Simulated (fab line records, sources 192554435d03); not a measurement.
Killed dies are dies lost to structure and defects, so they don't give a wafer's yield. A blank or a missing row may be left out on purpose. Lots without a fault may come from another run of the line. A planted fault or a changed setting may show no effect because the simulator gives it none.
One fault seen from 3 desks | flow n5_finfet | each desk has only its own numbers; what lay behind them comes last

THE METROLOGY DESK
What the gauges read, lot by lot, whatever tool the lot ran on: means of the sampled wafers that have a number. A lot is out of limits, marked OUT, if its mean lies more than 4 standard deviations from the usual mean; the brackets give that distance. Of its 11 readings 7 are shown: those that lie furthest out on some lot.
Columns: A = thk_nm at N5_ILD0_THK_MEAS_04, usual 197.2 nm; B = DIBL_N at N5_BEOL_M4_RC_MEAS_101, usual 35.7 mV/V; C = DIBL_P at N5_BEOL_M4_RC_MEAS_101, usual 35.7 mV/V; D = IOFF_N at N5_BEOL_M4_RC_MEAS_101, usual 0.155 nA/um; E = IOFF_P at N5_BEOL_M4_RC_MEAS_101, usual 0.20 nA/um; F = ION_P at N5_BEOL_M4_RC_MEAS_101, usual 462 uA/um; G = VT_P at N5_BEOL_M4_RC_MEAS_101, usual -251 mV
lot  | first seen here | A     | B    | C    | D     | E    | F   | G
L755 | day 3 12:21     | 197.7 | 36.4 | 35.8 | 0.155 | 0.21 | 460 | -251
L756 | day 3 22:01     | 196.1 | 37.1 | 37.3 | 0.185 | 0.23 | 469 | -248
L757 | day 4 10:14     | 196.4 | 34.6 | 34.8 | 0.156 | 0.21 | 465 | -249
L759 | day 4 15:32     | 197.3 | 36.2 | 34.0 | 0.162 | 0.20 | 464 | -252
L760 | day 4 21:21     | 196.5 | 32.8 | 32.7 | 0.126 | 0.17 | 455 | -253
L763 | day 5 14:25     | 196.8 | 36.5 | 35.2 | 0.144 | 0.21 | 460 | -248
L765 | day 5 23:42     | 196.2 | 36.3 | 37.0 | 0.156 | 0.19 | 462 | -254
L766 | day 6 08:43     | 196.8 | 35.1 | 33.9 | 0.149 | 0.18 | 458 | -252
L767 | day 6 20:20     | 195.9 | 35.0 | 35.3 | 0.161 | 0.22 | 473 | -248
L768 | day 6 21:23     | 197.6 | 37.9 | 38.1 | 0.194 | 0.23 | 464 | -251
L773 | day 8 05:42     | 199.1 | 34.0 | 34.8 | 0.130 | 0.15 | 454 | -257
L776 | day 8 23:53     | 198.7 | 34.9 | 34.5 | 0.152 | 0.20 | 461 | -251
L777 | day 9 09:09     | 199.7 | 36.7 | 38.7 | 0.167 | 0.21 | 462 | -252
L778 | day 9 13:25     | 196.7 | 36.5 | 38.2 | 0.174 | 0.21 | 463 | -251
This desk's finding: nothing out of limits on any of the 14 lots.

THE DEFECT DESK
What the inspections along the route counted, lot by lot: means of the sampled wafers that have a number. A lot is out of limits, marked OUT, if its mean lies more than 4 standard deviations from the usual mean; the brackets give that distance.
Columns: A = raw_defect_count at N5_SDB_INSPECT_13, usual 86
lot  | first seen here | A
L755 | day 3 16:27     | 81
L756 | day 4 01:59     | 120
L757 | day 4 14:31     | 83
L759 | day 4 20:08     | 135
L760 | day 5 02:44     | 61
L763 | day 5 18:44     | 102
L765 | day 6 03:55     | 141
L766 | day 6 12:50     | 46
L767 | day 7 00:32     | 135
L768 | day 7 01:29     | 55
L773 | day 8 09:52     | 126
L776 | day 9 03:52     | 33
L777 | day 9 13:16     | 81
L778 | day 9 17:31     | 66
This desk's finding: nothing out of limits on any of the 14 lots.

THE TOOL OWNER'S DESK: rie_diel-06
The tool's own readings at N5_SDB_HM_OPEN_20 (chemistry CH3F/O2, target SiNx, stops on poly-Si, target depth 24 nm): means of the sampled wafers that have a number, for each lot that ran on this tool. A lot is out of limits, marked OUT, if its mean lies more than 4 standard deviations from the usual mean; the brackets give that distance. Of its 8 readings 7 are shown: those that lie furthest out on some lot.
Columns: A = drypump_motor_current_A at N5_SDB_HM_OPEN_20, usual 5.8 A; B = oes_ar_750_au at N5_SDB_HM_OPEN_20, usual 0.79 a.u.; C = oes_o_777_au at N5_SDB_HM_OPEN_20, usual 0.79 a.u.; D = oes_product_au at N5_SDB_HM_OPEN_20, usual 0.64 a.u.; E = rf_vpp_V at N5_SDB_HM_OPEN_20, usual 297 V; F = showerhead_plenum_p_Torr at N5_SDB_HM_OPEN_20, usual 2.04 Torr; G = throttle_valve_pct at N5_SDB_HM_OPEN_20, usual 16.31 %
lot  | first seen here | A   | B    | C    | D    | E   | F    | G
L756 | day 4 02:15     | 5.8 | 0.71 | 0.71 | 0.59 | 296 | 1.98 | 16.42
L773 | day 8 10:27     | 6.1 | 0.79 | 0.80 | 0.65 | 297 | 2.06 | 16.32
L776 | day 9 04:08     | 5.9 | 0.77 | 0.78 | 0.65 | 303 | 2.09 | 16.33
This desk's finding: nothing out of limits on any of the 3 lots.

PUT TOGETHER
The metrology desk saw nothing out of limits.
The defect desk saw nothing out of limits.
The tool owner's desk saw nothing out of limits.

WHAT THE SIMULATOR HAD PUT IN
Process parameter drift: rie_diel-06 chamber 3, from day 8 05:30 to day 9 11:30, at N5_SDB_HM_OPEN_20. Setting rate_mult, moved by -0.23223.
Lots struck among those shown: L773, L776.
